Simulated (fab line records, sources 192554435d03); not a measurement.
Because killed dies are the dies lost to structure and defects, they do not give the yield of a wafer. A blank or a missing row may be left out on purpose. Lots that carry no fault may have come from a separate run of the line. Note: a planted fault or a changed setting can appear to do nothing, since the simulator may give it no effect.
Matching of chambers ; flow n5-finfet ; N5_BEOL_M12_DESCUM_33 on rie-diel-04 has 4 sister chambers
The step chemistry O2, time 7.9 s. 8 wafers are shown with their chamber, then 7 later ones without.

## WAFERS WITH THEIR CHAMBER
wafer;chamber;showerhead-plenum-p-Torr (Torr);drypump-motor-current-A (A)
L075.5;3;2.12;5.6
L083.3;0;2.06;5.7
L083.6;2;2.12;5.4
L085.1;1;2.03;5.4
L085.2;3;2.11;5.6
L085.3;2;2.11;5.4
L086.4;1;2.03;5.4
L086.5;0;2.06;5.8

## WAFERS MISSING THEIR CHAMBER
wafer;showerhead-plenum-p-Torr (Torr);drypump-motor-current-A (A)
L086.6;2.11;5.6
L092.2;2.03;5.4
L092.5;2.11;5.6
L092.6;2.05;5.7
L091.1;2.05;5.8
L091.3;2.03;5.4
L091.6;2.11;5.6

## EACH ONE'S CHAMBER
wafer;from the rows above;in truth
L086.6;3;3
L092.2;1;1
L092.5;3;3
L092.6;0;0
L091.1;0;0
L091.3;1;1
L091.6;3;3
7 of 7 placed correctly. Not placeable from these rows: 0. Wrongly placed: 0.
How it was worked out, from the rows above alone: a wafer's distance from a chamber is the root of the sum, over the readings, of the square of ((its reading less the chamber's mean) divided by the reading's scatter). The wafer belongs to the nearest chamber; if the next one is less than 2 further off, it can't be placed. A chamber's mean is the mean of its shown wafers. How the scatter is found: for the shown wafers, subtract from each reading the mean of its chamber, square and add these, divide the total by (wafers less chambers), then take the root.
